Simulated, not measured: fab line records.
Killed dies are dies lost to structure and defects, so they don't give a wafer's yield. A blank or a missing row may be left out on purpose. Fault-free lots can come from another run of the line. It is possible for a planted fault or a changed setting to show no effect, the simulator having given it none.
fab line records || flow nandHarc || part 2 of 2: steps 31 to 36 of 36
[record] {"lots": 5, "wafers": 15, "lastDay": 25}
route steps=1159 shown A_STAIRCASE@729 A_SGD_CUT@747
lots with no fault: from the same line, run without faults
startH: hours from the record's first day to the start of the lot's first wafer shown || waitH: time in hours since the lot's previous step || " as in the row above || L1.1+2: a single row standing in for several wafers || - no value present, or no start provided || * or withheld: withheld || < > ~ a bound
route shown NAME@n: a module of which the file shows steps, and the number in the route of the first || usual: mean and standard deviation over wafers with no fault || same: alike in all rows || chamber/n: place in a boat || sites: readings site by site || _std_site: their standard deviation || _edge_site: the outer-site mean with the inner-site mean subtracted || radiusMm: how far each site lies from the wafer's centre || mask NAME#n: copy n || behind: the tool/chamber that last shaped the wafer || hold: the reason the lot was held/the length of the hold in hours/how it ended || device: the transistor (n, p or np) that didn't switch || end of line: tests run on the same wafers once the route is complete || a step given without rows: its recipe and nothing more || killed: dies that structure and defects cost at the first sort, which is not the same as the wafer's yield || map: a wafer's dies, marking killed ones x, the rest . and places with no die _
set.NAME: the setting that was run; set.NAME@STEP: the one run at that earlier step || model.NAME: the simulator's own value behind a step, which no gauge read
a table for each step, a row for each wafer; lots at some steps of the route
services: a tool's chamber out of use, with start hour (startH, from the record's first day; less than 0 if before it), hours out, and reason
[[steps]]
[step NHARC_A_SGD_CUT_DESCUM_14]
[recipe] {"timeS": 3, "o2FlowSccm": 200, "arFlowSccm": 0, "biasPowerW": 0, "chemistry": "O2"}
[usual] {"drypumpMotorCurrentA": "5.8/0.41", "oesProductAu": "0.999/0.012", "rfVppV": "57.7/0.98", "showerheadPlenumPTorr": "1.90/0.068", "throttleValvePct": "11.312/0.0091"}
{"lot.wafer": "L076.3", "tool": "rieDiel-02", "chamber": 3, "startH": 314.38, "waitH": 0.1, "drypumpMotorCurrentA": 5.5, "oesProductAu": 0.997, "rfHoursCounterH": 11, "rfVppV": 57.3, "showerheadPlenumPTorr": 1.97, "throttleValvePct": 11.303}
{"lot.wafer": "L076.5", "tool": "rieDiel-02", "chamber": 2, "startH": 314.38, "waitH": 0.1, "drypumpMotorCurrentA": 5.1, "oesProductAu": 0.999, "rfHoursCounterH": "-", "rfVppV": 58.9, "showerheadPlenumPTorr": 1.94, "throttleValvePct": 11.302}
{"lot.wafer": "L076.6", "tool": "rieDiel-02", "chamber": 3, "startH": 314.38, "waitH": 0.1, "drypumpMotorCurrentA": 5.5, "oesProductAu": 1.001, "rfHoursCounterH": "-", "rfVppV": 58.4, "showerheadPlenumPTorr": 1.97, "throttleValvePct": 11.317}
{"lot.wafer": "L074.1", "tool": "rieDiel-10", "chamber": 1, "startH": 325.40, "waitH": 0.1, "drypumpMotorCurrentA": 5.2, "oesProductAu": 0.982, "rfHoursCounterH": 14, "rfVppV": 57.9, "showerheadPlenumPTorr": 1.84, "throttleValvePct": 11.321}
{"lot.wafer": "L074.3", "tool": "rieDiel-10", "chamber": 3, "startH": 325.40, "waitH": 0.1, "drypumpMotorCurrentA": 5.6, "oesProductAu": 0.997, "rfHoursCounterH": 15, "rfVppV": 58.1, "showerheadPlenumPTorr": 1.89, "throttleValvePct": 11.322}
{"lot.wafer": "L074.4", "tool": "rieDiel-10", "chamber": 2, "startH": 325.40, "waitH": 0.1, "drypumpMotorCurrentA": 6.5, "oesProductAu": 1.011, "rfHoursCounterH": "-", "rfVppV": 57.4, "showerheadPlenumPTorr": 1.95, "throttleValvePct": 11.322}
{"lot.wafer": "L090.2", "tool": "rieDiel-07", "chamber": 2, "startH": 396.77, "waitH": 0.1, "drypumpMotorCurrentA": 6.1, "oesProductAu": 0.997, "rfHoursCounterH": 16, "rfVppV": 56.8, "showerheadPlenumPTorr": 1.85, "throttleValvePct": 11.308}
{"lot.wafer": "L090.1", "tool": "rieDiel-07", "chamber": 3, "startH": 396.77, "waitH": 0.1, "drypumpMotorCurrentA": 6.3, "oesProductAu": 0.982, "rfHoursCounterH": 17, "rfVppV": 56.7, "showerheadPlenumPTorr": 1.86, "throttleValvePct": 11.328}
{"lot.wafer": "L090.6", "tool": "rieDiel-07", "chamber": 1, "startH": 396.77, "waitH": 0.1, "drypumpMotorCurrentA": 5.8, "oesProductAu": 1.013, "rfHoursCounterH": "-", "rfVppV": 56.8, "showerheadPlenumPTorr": 1.77, "throttleValvePct": 11.311}
{"lot.wafer": "L092.4", "tool": "rieDiel-02", "chamber": 2, "startH": 407.78, "waitH": 0.1, "drypumpMotorCurrentA": 5.2, "oesProductAu": 0.992, "rfHoursCounterH": 6, "rfVppV": 57.0, "showerheadPlenumPTorr": 1.94, "throttleValvePct": 11.299}
{"lot.wafer": "L092.2", "tool": "rieDiel-02", "chamber": 3, "startH": 407.78, "waitH": 0.1, "drypumpMotorCurrentA": 5.5, "oesProductAu": 0.998, "rfHoursCounterH": 6, "rfVppV": 57.9, "showerheadPlenumPTorr": 1.97, "throttleValvePct": 11.318}
{"lot.wafer": "L092.3", "tool": "rieDiel-02", "chamber": 0, "startH": 407.78, "waitH": 0.1, "drypumpMotorCurrentA": 5.9, "oesProductAu": 1.000, "rfHoursCounterH": 5, "rfVppV": 58.2, "showerheadPlenumPTorr": 2.02, "throttleValvePct": 11.321}
{"lot.wafer": "L094.1", "tool": "rieDiel-02", "chamber": 3, "startH": 430.29, "waitH": 0.1, "drypumpMotorCurrentA": 5.5, "oesProductAu": 1.000, "rfHoursCounterH": 7, "rfVppV": 59.8, "showerheadPlenumPTorr": 1.97, "throttleValvePct": 11.318}
{"lot.wafer": "L094.2", "tool": "rieDiel-02", "chamber": 0, "startH": 430.29, "waitH": 0.1, "drypumpMotorCurrentA": 6.0, "oesProductAu": 1.001, "rfHoursCounterH": 7, "rfVppV": 58.7, "showerheadPlenumPTorr": 2.02, "throttleValvePct": 11.300}
{"lot.wafer": "L094.6", "tool": "rieDiel-02", "chamber": 0, "startH": 430.29, "waitH": 0.1, "drypumpMotorCurrentA": 5.9, "oesProductAu": 1.008, "rfHoursCounterH": "-", "rfVppV": 57.0, "showerheadPlenumPTorr": 2.02, "throttleValvePct": 11.319}
[step NHARC_A_SGD_CUT_ETCH_58]
[recipe] {"targetDepthA": 390, "overEtchFrac": 0.3, "timeS": 65, "ionEnergyEv": 80, "cf4FlowSccm": 150, "arFlowSccm": 0, "rfW": 300, "biasW": 100, "chemistry": "CF4"}
[usual] {"drypumpMotorCurrentA": "5.8/0.43", "oesProductAu": "1.000/0.011", "rfVppV": "151.2/1.1", "showerheadPlenumPTorr": "1.76/0.058", "throttleValvePct": "13.283/0.0091"}
{"lot.wafer": "L076.3", "tool": "rieDiel-02", "chamber": 0, "startH": 314.46, "waitH": 0.1, "drypumpMotorCurrentA": 6.0, "oesProductAu": 1.004, "rfHoursCounterH": 11, "rfVppV": 152.5, "showerheadPlenumPTorr": 1.87, "throttleValvePct": 13.281}
{"lot.wafer": "L076.5", "tool": "rieDiel-02", "chamber": 2, "startH": 314.46, "waitH": 0.1, "drypumpMotorCurrentA": 5.1, "oesProductAu": 1.008, "rfHoursCounterH": "-", "rfVppV": 152.8, "showerheadPlenumPTorr": 1.79, "throttleValvePct": 13.283}
{"lot.wafer": "L076.6", "tool": "rieDiel-02", "chamber": 3, "startH": 314.46, "waitH": 0.1, "drypumpMotorCurrentA": 5.5, "oesProductAu": 0.993, "rfHoursCounterH": "-", "rfVppV": 151.7, "showerheadPlenumPTorr": 1.82, "throttleValvePct": 13.273}
{"lot.wafer": "L074.3", "tool": "rieDiel-10", "chamber": 2, "startH": 325.50, "waitH": 0.1, "drypumpMotorCurrentA": 6.5, "oesProductAu": 1.020, "rfHoursCounterH": 16, "rfVppV": 152.1, "showerheadPlenumPTorr": 1.80, "throttleValvePct": 13.294}
{"lot.wafer": "L074.1", "tool": "rieDiel-10", "chamber": 1, "startH": 325.50, "waitH": 0.1, "drypumpMotorCurrentA": 5.2, "oesProductAu": 0.992, "rfHoursCounterH": 14, "rfVppV": 150.6, "showerheadPlenumPTorr": 1.70, "throttleValvePct": 13.282}
{"lot.wafer": "L074.4", "tool": "rieDiel-10", "chamber": 1, "startH": 325.50, "waitH": 0.1, "drypumpMotorCurrentA": 5.2, "oesProductAu": 0.981, "rfHoursCounterH": "-", "rfVppV": 151.4, "showerheadPlenumPTorr": 1.70, "throttleValvePct": 13.290}
{"lot.wafer": "L090.2", "tool": "rieDiel-07", "chamber": 0, "startH": 396.84, "waitH": 0.1, "drypumpMotorCurrentA": 5.7, "oesProductAu": 1.005, "rfHoursCounterH": 15, "rfVppV": 149.9, "showerheadPlenumPTorr": 1.73, "throttleValvePct": 13.286}
{"lot.wafer": "L090.1", "tool": "rieDiel-07", "chamber": 1, "startH": 396.84, "waitH": 0.1, "drypumpMotorCurrentA": 5.8, "oesProductAu": 1.024, "rfHoursCounterH": 16, "rfVppV": 150.1, "showerheadPlenumPTorr": 1.65, "throttleValvePct": 13.276}
{"lot.wafer": "L090.6", "tool": "rieDiel-07", "chamber": 3, "startH": 396.84, "waitH": 0.1, "drypumpMotorCurrentA": 6.3, "oesProductAu": 0.997, "rfHoursCounterH": "-", "rfVppV": 149.5, "showerheadPlenumPTorr": 1.72, "throttleValvePct": 13.293}
{"lot.wafer": "L092.3", "tool": "rieDiel-02", "chamber": 2, "startH": 407.89, "waitH": 0.1, "drypumpMotorCurrentA": 5.2, "oesProductAu": 1.003, "rfHoursCounterH": 6, "rfVppV": 152.5, "showerheadPlenumPTorr": 1.79, "throttleValvePct": 13.289}
{"lot.wafer": "L092.2", "tool": "rieDiel-02", "chamber": 3, "startH": 407.89, "waitH": 0.1, "drypumpMotorCurrentA": 5.5, "oesProductAu": 1.006, "rfHoursCounterH": 6, "rfVppV": 152.1, "showerheadPlenumPTorr": 1.82, "throttleValvePct": 13.285}
{"lot.wafer": "L092.4", "tool": "rieDiel-02", "chamber": 1, "startH": 407.89, "waitH": 0.1, "drypumpMotorCurrentA": 6.3, "oesProductAu": 1.004, "rfHoursCounterH": 2, "rfVppV": 151.1, "showerheadPlenumPTorr": 1.80, "throttleValvePct": 13.278}
{"lot.wafer": "L094.1", "tool": "rieDiel-02", "chamber": 1, "startH": 430.39, "waitH": 0.1, "drypumpMotorCurrentA": 6.4, "oesProductAu": 1.003, "rfHoursCounterH": 4, "rfVppV": 151.1, "showerheadPlenumPTorr": 1.80, "throttleValvePct": 13.280}
{"lot.wafer": "L094.2", "tool": "rieDiel-02", "chamber": 2, "startH": 430.39, "waitH": 0.1, "drypumpMotorCurrentA": 5.1, "oesProductAu": 0.993, "rfHoursCounterH": 8, "rfVppV": 151.2, "showerheadPlenumPTorr": 1.79, "throttleValvePct": 13.257}
{"lot.wafer": "L094.6", "tool": "rieDiel-02", "chamber": 3, "startH": 430.39, "waitH": 0.1, "drypumpMotorCurrentA": 5.5, "oesProductAu": 0.990, "rfHoursCounterH": "-", "rfVppV": 153.4, "showerheadPlenumPTorr": 1.82, "throttleValvePct": 13.300}
[step NHARC_A_SGD_CUT_ETCH_59]
[recipe] {"targetDepthA": 2600, "overEtchFrac": 0.25, "timeS": 406.25, "ionEnergyEv": 200, "n2FlowSccm": 150, "h2FlowSccm": 150, "arFlowSccm": 0, "rfW": 400, "biasW": 150, "chemistry": "N2/H2"}
[usual] {"drypumpMotorCurrentA": "5.8/0.42", "oesProductAu": "0.999/0.011", "rfVppV": "430.1/2.2", "showerheadPlenumPTorr": "2.03/0.072", "throttleValvePct": "14.170/0.0091"}
{"lot.wafer": "L076.3", "tool": "rieDiel-02", "chamber": 1, "startH": "-", "waitH": "-", "drypumpMotorCurrentA": 6.4, "oesProductAu": 1.002, "rfHoursCounterH": 10, "rfVppV": 430.3, "showerheadPlenumPTorr": 2.08, "throttleValvePct": 14.158}
{"lot.wafer": "L076.5", "tool": "rieDiel-02", "chamber": 1, "startH": "-", "waitH": "-", "drypumpMotorCurrentA": 6.4, "oesProductAu": 0.999, "rfHoursCounterH": "-", "rfVppV": 431.9, "showerheadPlenumPTorr": 2.08, "throttleValvePct": 14.188}
{"lot.wafer": "L076.6", "tool": "rieDiel-02", "chamber": 2, "startH": "-", "waitH": "-", "drypumpMotorCurrentA": 5.1, "oesProductAu": 1.010, "rfHoursCounterH": "-", "rfVppV": 430.7, "showerheadPlenumPTorr": 2.07, "throttleValvePct": 14.175}
{"lot.wafer": "L074.1", "tool": "rieDiel-10", "chamber": 2, "startH": "-", "waitH": "-", "drypumpMotorCurrentA": 6.5, "oesProductAu": 1.007, "rfHoursCounterH": 16, "rfVppV": 430.4, "showerheadPlenumPTorr": 2.08, "throttleValvePct": 14.164}
{"lot.wafer": "L074.3", "tool": "rieDiel-10", "chamber": 3, "startH": "-", "waitH": "-", "drypumpMotorCurrentA": 5.6, "oesProductAu": 1.004, "rfHoursCounterH": 15, "rfVppV": 428.8, "showerheadPlenumPTorr": 2.02, "throttleValvePct": 14.165}
{"lot.wafer": "L074.4", "tool": "rieDiel-10", "chamber": 2, "startH": "-", "waitH": "-", "drypumpMotorCurrentA": 6.5, "oesProductAu": 1.015, "rfHoursCounterH": "-", "rfVppV": 433.2, "showerheadPlenumPTorr": 2.08, "throttleValvePct": 14.168}
{"lot.wafer": "L090.1", "tool": "rieDiel-07", "chamber": 0, "startH": "-", "waitH": "-", "drypumpMotorCurrentA": 5.8, "oesProductAu": 0.991, "rfHoursCounterH": 15, "rfVppV": 429.1, "showerheadPlenumPTorr": 1.99, "throttleValvePct": 14.170}
{"lot.wafer": "L090.2", "tool": "rieDiel-07", "chamber": 1, "startH": "-", "waitH": "-", "drypumpMotorCurrentA": 5.8, "oesProductAu": 1.024, "rfHoursCounterH": 16, "rfVppV": 428.0, "showerheadPlenumPTorr": 1.89, "throttleValvePct": 14.167}
{"lot.wafer": "L090.6", "tool": "rieDiel-07", "chamber": 2, "startH": "-", "waitH": "-", "drypumpMotorCurrentA": 6.2, "oesProductAu": 1.000, "rfHoursCounterH": "-", "rfVppV": 429.7, "showerheadPlenumPTorr": 1.97, "throttleValvePct": 14.172}
{"lot.wafer": "L092.2", "tool": "rieDiel-02", "chamber": 1, "startH": "-", "waitH": "-", "drypumpMotorCurrentA": 6.4, "oesProductAu": 0.989, "rfHoursCounterH": 2, "rfVppV": 432.2, "showerheadPlenumPTorr": 2.08, "throttleValvePct": 14.170}
{"lot.wafer": "L092.3", "tool": "rieDiel-02", "chamber": 2, "startH": "-", "waitH": "-", "drypumpMotorCurrentA": 5.2, "oesProductAu": 0.984, "rfHoursCounterH": 6, "rfVppV": 431.4, "showerheadPlenumPTorr": 2.07, "throttleValvePct": 14.191}
{"lot.wafer": "L092.4", "tool": "rieDiel-02", "chamber": 3, "startH": "-", "waitH": "-", "drypumpMotorCurrentA": 5.5, "oesProductAu": 0.996, "rfHoursCounterH": 6, "rfVppV": 431.2, "showerheadPlenumPTorr": 2.10, "throttleValvePct": 14.165}
{"lot.wafer": "L094.1", "tool": "rieDiel-02", "chamber": 2, "startH": "-", "waitH": "-", "drypumpMotorCurrentA": 5.2, "oesProductAu": 0.984, "rfHoursCounterH": 8, "rfVppV": 430.7, "showerheadPlenumPTorr": 2.06, "throttleValvePct": 14.177}
{"lot.wafer": "L094.2", "tool": "rieDiel-02", "chamber": 0, "startH": "-", "waitH": "-", "drypumpMotorCurrentA": 5.9, "oesProductAu": 0.999, "rfHoursCounterH": 7, "rfVppV": 433.9, "showerheadPlenumPTorr": 2.16, "throttleValvePct": 14.163}
{"lot.wafer": "L094.6", "tool": "rieDiel-02", "chamber": 3, "startH": "-", "waitH": "-", "drypumpMotorCurrentA": 5.5, "oesProductAu": 0.996, "rfHoursCounterH": "-", "rfVppV": 433.3, "showerheadPlenumPTorr": 2.10, "throttleValvePct": 14.159}
[step NHARC_A_SGD_CUT_ETCH_15]
[recipe] {"targetDepthA": 750, "timeS": 64.3, "ch3fFlowSccm": 50, "o2FlowSccm": 30, "arFlowSccm": 200, "rfW": 500, "biasW": 100, "chemistry": "CH3F/O2"}
[usual] {"drypumpMotorCurrentA": "5.8/0.42", "oesProductAu": "0.957/0.02", "rfVppV": "263.6/1.5", "showerheadPlenumPTorr": "2.45/0.083", "throttleValvePct": "20.663/0.0089"}
{"lot.wafer": "L076.3", "tool": "rieDiel-02", "chamber": 3, "startH": "-", "waitH": "-", "drypumpMotorCurrentA": 5.5, "oesProductAu": 0.957, "rfHoursCounterH": 11, "rfVppV": 264.5, "showerheadPlenumPTorr": 2.53, "throttleValvePct": 20.674}
{"lot.wafer": "L076.6", "tool": "rieDiel-02", "chamber": 0, "startH": "-", "waitH": "-", "drypumpMotorCurrentA": 6.0, "oesProductAu": 0.993, "rfHoursCounterH": "-", "rfVppV": 266.4, "showerheadPlenumPTorr": 2.60, "throttleValvePct": 20.660}
{"lot.wafer": "L076.5", "tool": "rieDiel-02", "chamber": 1, "startH": "-", "waitH": "-", "drypumpMotorCurrentA": 6.3, "oesProductAu": 0.981, "rfHoursCounterH": "-", "rfVppV": 264.9, "showerheadPlenumPTorr": 2.50, "throttleValvePct": 20.664}
{"lot.wafer": "L074.1", "tool": "rieDiel-10", "chamber": 2, "startH": "-", "waitH": "-", "drypumpMotorCurrentA": 6.5, "oesProductAu": 0.970, "rfHoursCounterH": 16, "rfVppV": 264.3, "showerheadPlenumPTorr": 2.50, "throttleValvePct": 20.670}
{"lot.wafer": "L074.3", "tool": "rieDiel-10", "chamber": 3, "startH": "-", "waitH": "-", "drypumpMotorCurrentA": 5.6, "oesProductAu": 0.951, "rfHoursCounterH": 15, "rfVppV": 264.2, "showerheadPlenumPTorr": 2.43, "throttleValvePct": 20.665}
{"lot.wafer": "L074.4", "tool": "rieDiel-10", "chamber": 3, "startH": "-", "waitH": "-", "drypumpMotorCurrentA": 5.6, "oesProductAu": 0.947, "rfHoursCounterH": "-", "rfVppV": 263.9, "showerheadPlenumPTorr": 2.43, "throttleValvePct": 20.653}
{"lot.wafer": "L090.2", "tool": "rieDiel-07", "chamber": 0, "startH": "-", "waitH": "-", "drypumpMotorCurrentA": 5.8, "oesProductAu": 0.959, "rfHoursCounterH": 15, "rfVppV": 263.1, "showerheadPlenumPTorr": 2.40, "throttleValvePct": 20.664}
{"lot.wafer": "L090.1", "tool": "rieDiel-07", "chamber": 1, "startH": "-", "waitH": "-", "drypumpMotorCurrentA": 5.8, "oesProductAu": 0.988, "rfHoursCounterH": 16, "rfVppV": 261.2, "showerheadPlenumPTorr": 2.29, "throttleValvePct": 20.681}
{"lot.wafer": "L090.6", "tool": "rieDiel-07", "chamber": 0, "startH": "-", "waitH": "-", "drypumpMotorCurrentA": 5.8, "oesProductAu": 0.965, "rfHoursCounterH": "-", "rfVppV": 262.4, "showerheadPlenumPTorr": 2.40, "throttleValvePct": 20.660}
{"lot.wafer": "L092.4", "tool": "rieDiel-02", "chamber": 2, "startH": "-", "waitH": "-", "drypumpMotorCurrentA": 5.1, "oesProductAu": 0.934, "rfHoursCounterH": 6, "rfVppV": 264.9, "showerheadPlenumPTorr": 2.49, "throttleValvePct": 20.659}
{"lot.wafer": "L092.2", "tool": "rieDiel-02", "chamber": 3, "startH": "-", "waitH": "-", "drypumpMotorCurrentA": 5.5, "oesProductAu": 0.946, "rfHoursCounterH": 6, "rfVppV": 265.2, "showerheadPlenumPTorr": 2.53, "throttleValvePct": 20.669}
{"lot.wafer": "L092.3", "tool": "rieDiel-02", "chamber": 0, "startH": "-", "waitH": "-", "drypumpMotorCurrentA": 5.9, "oesProductAu": 0.949, "rfHoursCounterH": 6, "rfVppV": 265.1, "showerheadPlenumPTorr": 2.59, "throttleValvePct": 20.668}
{"lot.wafer": "L094.1", "tool": "rieDiel-02", "chamber": 2, "startH": "-", "waitH": "-", "drypumpMotorCurrentA": 5.1, "oesProductAu": 0.966, "rfHoursCounterH": 8, "rfVppV": 263.9, "showerheadPlenumPTorr": 2.49, "throttleValvePct": 20.654}
{"lot.wafer": "L094.2", "tool": "rieDiel-02", "chamber": 3, "startH": "-", "waitH": "-", "drypumpMotorCurrentA": 5.5, "oesProductAu": 0.942, "rfHoursCounterH": 8, "rfVppV": 264.6, "showerheadPlenumPTorr": 2.53, "throttleValvePct": 20.658}
{"lot.wafer": "L094.6", "tool": "rieDiel-02", "chamber": 2, "startH": "-", "waitH": "-", "drypumpMotorCurrentA": 5.1, "oesProductAu": 0.969, "rfHoursCounterH": "-", "rfVppV": 264.6, "showerheadPlenumPTorr": 2.49, "throttleValvePct": 20.656}
[step NHARC_A_SGD_CUT_ETCH_16]
[recipe] {"targetDepthA": 3105, "timeS": 155.2, "c4f8FlowSccm": "withheld", "o2FlowSccm": 8, "arFlowSccm": "withheld", "rfW": 600, "biasW": 800, "chemistry": "C4F8/O2/Ar"}
[usual] {"oesProductAu": "0.969/0.017", "rfVppV": "723/3.6"}
{"lot.wafer": "L076.3", "tool": "rieDiel-02", "chamber": 3, "startH": "-", "waitH": "-", "oesProductAu": 0.966, "rfHoursCounterH": 11, "rfVppV": 726}
{"lot.wafer": "L076.6", "tool": "rieDiel-02", "chamber": 3, "startH": "-", "waitH": "-", "oesProductAu": 0.963, "rfHoursCounterH": "-", "rfVppV": 725}
{"lot.wafer": "L076.5", "tool": "rieDiel-02", "chamber": 0, "startH": "-", "waitH": "-", "oesProductAu": 0.988, "rfHoursCounterH": "-", "rfVppV": 728}
{"lot.wafer": "L074.3", "tool": "rieDiel-10", "chamber": 2, "startH": "-", "waitH": "-", "oesProductAu": 0.977, "rfHoursCounterH": 16, "rfVppV": 726}
{"lot.wafer": "L074.1", "tool": "rieDiel-10", "chamber": 3, "startH": "-", "waitH": "-", "oesProductAu": 0.964, "rfHoursCounterH": 15, "rfVppV": 723}
{"lot.wafer": "L074.4", "tool": "rieDiel-10", "chamber": 1, "startH": "-", "waitH": "-", "oesProductAu": 0.957, "rfHoursCounterH": "-", "rfVppV": 721}
{"lot.wafer": "L090.2", "tool": "rieDiel-07", "chamber": 0, "startH": "-", "waitH": "-", "oesProductAu": 0.986, "rfHoursCounterH": 15, "rfVppV": 720}
{"lot.wafer": "L090.1", "tool": "rieDiel-07", "chamber": 1, "startH": "-", "waitH": "-", "oesProductAu": 0.999, "rfHoursCounterH": 16, "rfVppV": 717}
{"lot.wafer": "L090.6", "tool": "rieDiel-07", "chamber": 3, "startH": "-", "waitH": "-", "oesProductAu": 0.977, "rfHoursCounterH": "-", "rfVppV": 720}
{"lot.wafer": "L092.3", "tool": "rieDiel-02", "chamber": 1, "startH": "-", "waitH": "-", "oesProductAu": 0.957, "rfHoursCounterH": 2, "rfVppV": 725}
{"lot.wafer": "L092.2", "tool": "rieDiel-02", "chamber": 2, "startH": "-", "waitH": "-", "oesProductAu": 0.953, "rfHoursCounterH": 7, "rfVppV": 725}
{"lot.wafer": "L092.4", "tool": "rieDiel-02", "chamber": 0, "startH": "-", "waitH": "-", "oesProductAu": 0.940, "rfHoursCounterH": 6, "rfVppV": 727}
{"lot.wafer": "L094.2", "tool": "rieDiel-02", "chamber": 1, "startH": "-", "waitH": "-", "oesProductAu": 0.979, "rfHoursCounterH": 4, "rfVppV": 723}
{"lot.wafer": "L094.1", "tool": "rieDiel-02", "chamber": 2, "startH": "-", "waitH": "-", "oesProductAu": 0.975, "rfHoursCounterH": 8, "rfVppV": 725}
{"lot.wafer": "L094.6", "tool": "rieDiel-02", "chamber": 0, "startH": "-", "waitH": "-", "oesProductAu": 0.979, "rfHoursCounterH": "-", "rfVppV": 729}
[step NHARC_A_SGD_CUT_STRIP_60]
[recipe] {"c4f8FlowSccm": "withheld", "o2FlowSccm": 8, "arFlowSccm": "withheld", "biasW": 0, "chemistry": "C4F8/O2/Ar"}
{"lot.wafer": "L076.3+6+5", "tool": "rieDiel-02", "chamber": "1,2,3", "startH": "-", "waitH": "-"}
{"lot.wafer": "L074.3+1+4", "tool": "rieDiel-10", "chamber": "1,2,2", "startH": "-", "waitH": "-"}
{"lot.wafer": "L090.2+1+6", "tool": "rieDiel-07", "chamber": "2,0,2", "startH": "-", "waitH": "-"}
{"lot.wafer": "L092.3+2+4", "tool": "rieDiel-02", "chamber": "1,2,0", "startH": "-", "waitH": "-"}
{"lot.wafer": "L094.1+2+6", "tool": "rieDiel-02", "chamber": "3,1,2", "startH": "-", "waitH": "-"}
[[services]]
{"tool": "lithoTrack-06", "chamber": "-", "startH": 292.00, "hours": 7.0, "kind": "pm"}
{"tool": "wetBench-06", "chamber": "-", "startH": 305.60, "hours": 8.0, "kind": "pm"}
{"tool": "lithoTrack-04", "chamber": "-", "startH": 316.00, "hours": 7.0, "kind": "pm"}
{"tool": "rieDiel-10", "chamber": 0, "startH": 319.42, "hours": 20.1, "kind": "repair"}
{"tool": "rieDiel-02", "chamber": "-", "startH": 327.70, "hours": 9.0, "kind": "pm"}
{"tool": "cmp-02", "chamber": "-", "startH": 330.29, "hours": 4.0, "kind": "pm"}
{"tool": "cmp-01", "chamber": "-", "startH": 333.15, "hours": 1.0, "kind": "repair"}
{"tool": "rieDiel-05", "chamber": "-", "startH": 340.63, "hours": 9.0, "kind": "pm"}
{"tool": "cmp-02", "chamber": "-", "startH": 346.14, "hours": 2.1, "kind": "repair"}
{"tool": "cmp-02", "chamber": "-", "startH": 353.57, "hours": 7.2, "kind": "repair"}
{"tool": "rieDiel-09", "chamber": 0, "startH": 353.62, "hours": 40.8, "kind": "repair"}
{"tool": "rieDiel-09", "chamber": 2, "startH": 354.77, "hours": 10.6, "kind": "repair"}
{"tool": "wetBench-02", "chamber": "-", "startH": 356.01, "hours": 8.0, "kind": "pm"}
{"tool": "rieDiel-07", "chamber": 0, "startH": 359.57, "hours": 5.1, "kind": "repair"}
{"tool": "rieDiel-02", "chamber": 1, "startH": 361.99, "hours": 10.7, "kind": "repair"}
{"tool": "rieDiel-09", "chamber": 2, "startH": 366.19, "hours": 2.7, "kind": "repair"}
{"tool": "rieDiel-10", "chamber": "-", "startH": 366.32, "hours": 9.0, "kind": "pm"}
{"tool": "wetBench-05", "chamber": "-", "startH": 372.80, "hours": 8.0, "kind": "pm"}
{"tool": "pecvd-04", "chamber": "-", "startH": 376.57, "hours": 13.0, "kind": "pm"}
{"tool": "rieDiel-02", "chamber": 0, "startH": 377.88, "hours": 2.2, "kind": "repair"}
{"tool": "rieDiel-05", "chamber": 0, "startH": 384.98, "hours": 7.7, "kind": "repair"}
{"tool": "rieDiel-05", "chamber": 3, "startH": 385.22, "hours": 1.5, "kind": "repair"}
{"tool": "rieDiel-07", "chamber": "-", "startH": 405.23, "hours": 9.0, "kind": "pm"}
{"tool": "cmp-02", "chamber": "-", "startH": 428.29, "hours": 4.0, "kind": "pm"}
